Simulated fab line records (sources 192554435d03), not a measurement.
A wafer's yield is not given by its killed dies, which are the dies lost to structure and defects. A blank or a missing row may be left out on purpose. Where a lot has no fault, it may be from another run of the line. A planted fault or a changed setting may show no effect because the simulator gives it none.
Which tool did it? || flow n5 finfet || 27 wafers from 9 lots sampled at 5 of the route's 1938 steps

== WHAT THE GAUGES SHOWED, per wafer ==
N5_BEOL_M4_RC_MEAS_101.
{"lot": "L870", "measured": "day 8 19:38", "on": "prober-01", "DIBL_N (mV/V)": "37.7 32.4 36.1"}
{"lot": "L871", "measured": "day 8 22:56", "on": "prober-02", "DIBL_N (mV/V)": "38.7 35.8 34.1"}
{"lot": "L875", "measured": "day 10 00:10", "on": "prober-01", "DIBL_N (mV/V)": "38.2 38.0 37.1"}
{"lot": "L877", "measured": "day 10 19:17", "on": "prober-01", "DIBL_N (mV/V)": "35.6 38.3 34.8"}
{"lot": "L878", "measured": "day 10 19:43", "on": "prober-02", "DIBL_N (mV/V)": "35.7 38.2 34.0"}
{"lot": "L881", "measured": "day 12 19:37", "on": "prober-02", "DIBL_N (mV/V)": "38.4 40.1 35.5"}
{"lot": "L889", "measured": "day 14 06:01", "on": "prober-01", "DIBL_N (mV/V)": "38.4 37.4 37.3"}
{"lot": "L890", "measured": "day 14 10:52", "on": "prober-02", "DIBL_N (mV/V)": "39.5 40.7 37.4"}
{"lot": "L891", "measured": "day 14 13:47", "on": "prober-02", "DIBL_N (mV/V)": "40.8 35.2 37.1"}

== EACH LOT AND THE TOOL THAT RAN IT (in order: tool; ch and the chambers of the sampled wafers; start) ==
{"lot": "L870", "N5_GATE_CUT_STRIP_41": "rie diel-02 ch 0,1,3, day 5 03:55", "N5_GATE_CUT_CUT_ETCH_55": "rie metal-02 ch 1, day 5 04:13", "N5_GATE_CUT_VAPOR_ETCH_48": "rie metal-02 ch 1, day 5 04:16", "N5_GATE_CUT_ALD_22": "ald sin-04 ch 0,1,3, day 5 05:09"}
{"lot": "L871", "N5_GATE_CUT_STRIP_41": "rie diel-06 ch 0,2, day 5 14:28", "N5_GATE_CUT_CUT_ETCH_55": "rie metal-01 ch 0,1, day 5 14:46", "N5_GATE_CUT_VAPOR_ETCH_48": "rie metal-01 ch 0,1, day 5 14:49", "N5_GATE_CUT_ALD_22": "ald sin-04 ch 1,2, day 5 15:05"}
{"lot": "L875", "N5_GATE_CUT_STRIP_41": "rie diel-06 ch 1,2, day 6 04:46", "N5_GATE_CUT_CUT_ETCH_55": "rie metal-01 ch 0,1, day 6 05:03", "N5_GATE_CUT_VAPOR_ETCH_48": "rie metal-01 ch 0,1, day 6 05:07", "N5_GATE_CUT_ALD_22": "ald sin-01 ch 0,1,3, day 6 05:23"}
{"lot": "L877", "N5_GATE_CUT_STRIP_41": "rie diel-06 ch 1,2,3, day 6 18:52", "N5_GATE_CUT_CUT_ETCH_55": "rie metal-02 ch 0,1, day 6 19:10", "N5_GATE_CUT_VAPOR_ETCH_48": "rie metal-02 ch 0,1, day 6 19:13", "N5_GATE_CUT_ALD_22": "ald sin-01 ch 0,1,3, day 6 19:29"}
{"lot": "L878", "N5_GATE_CUT_STRIP_41": "rie diel-04 ch 0,1,3, day 6 21:10", "N5_GATE_CUT_CUT_ETCH_55": "rie metal-03 ch 0,1, day 6 21:28", "N5_GATE_CUT_VAPOR_ETCH_48": "rie metal-03 ch 0,1, day 6 21:31", "N5_GATE_CUT_ALD_22": "ald sin-01 ch 0,2,3, day 6 21:47"}
{"lot": "L881", "N5_GATE_CUT_STRIP_41": "rie diel-04 ch 1,3, day 8 01:04", "N5_GATE_CUT_CUT_ETCH_55": "rie metal-01 ch 0,1, day 8 01:22", "N5_GATE_CUT_VAPOR_ETCH_48": "rie metal-01 ch 0,1, day 8 01:25", "N5_GATE_CUT_ALD_22": "ald sin-01 ch 0,2,3, day 8 01:41"}
{"lot": "L889", "N5_GATE_CUT_STRIP_41": "rie diel-02 ch 0,1,2, day 9 20:23", "N5_GATE_CUT_CUT_ETCH_55": "rie metal-03 ch 0,1, day 9 20:40", "N5_GATE_CUT_VAPOR_ETCH_48": "rie metal-03 ch 0,1, day 9 20:44", "N5_GATE_CUT_ALD_22": "ald sin-04 ch 0,1,2, day 9 20:59"}
{"lot": "L890", "N5_GATE_CUT_STRIP_41": "rie diel-04 ch 0,1,3, day 10 00:46", "N5_GATE_CUT_CUT_ETCH_55": "rie metal-03 ch 0,1, day 10 01:03", "N5_GATE_CUT_VAPOR_ETCH_48": "rie metal-03 ch 0,1, day 10 01:07", "N5_GATE_CUT_ALD_22": "ald sin-04 ch 1,2, day 10 01:22"}
{"lot": "L891", "N5_GATE_CUT_STRIP_41": "rie diel-06 ch 1,2, day 10 09:20", "N5_GATE_CUT_CUT_ETCH_55": "rie metal-02 ch 0,1, day 10 09:38", "N5_GATE_CUT_VAPOR_ETCH_48": "rie metal-02 ch 0,1, day 10 09:41", "N5_GATE_CUT_ALD_22": "ald sin-03 ch 0,2,3, day 10 09:57"}
- N5_GATE_CUT_STRIP_41: strips in CF4.
- N5_GATE_CUT_CUT_ETCH_55: etches HfO2 in BCl3, target depth 3.2 nm.
- N5_GATE_CUT_VAPOR_ETCH_48: etches TiN in BCl3/Cl2.
- N5_GATE_CUT_ALD_22: deposits SiNx, target thk 16 nm, pulse time 1 s, ald cycles 320.

== THE ANSWER, worked out from the rows above alone ==
Rule: what is usual is taken from the lots themselves. Put in order of their means at a reading, lots are off if they are a third of the lots or fewer, leave a main group of 4 or more, and stand apart from it by a gap of 3 or more times the standard deviation of the main group's means; of several such gaps the widest counts. A main group is skipped when, at the precision printed for the reading in the tables above, its means are all equal. Also off: a lot with no number at a reading for which 4 or more lots have one. Where the step has rows for the other lots, those lots are counted as sound.
No lot is off at any reading shown: from this, nothing can be told.

== WHAT WAS PUT IN BY THE SIMULATOR ==
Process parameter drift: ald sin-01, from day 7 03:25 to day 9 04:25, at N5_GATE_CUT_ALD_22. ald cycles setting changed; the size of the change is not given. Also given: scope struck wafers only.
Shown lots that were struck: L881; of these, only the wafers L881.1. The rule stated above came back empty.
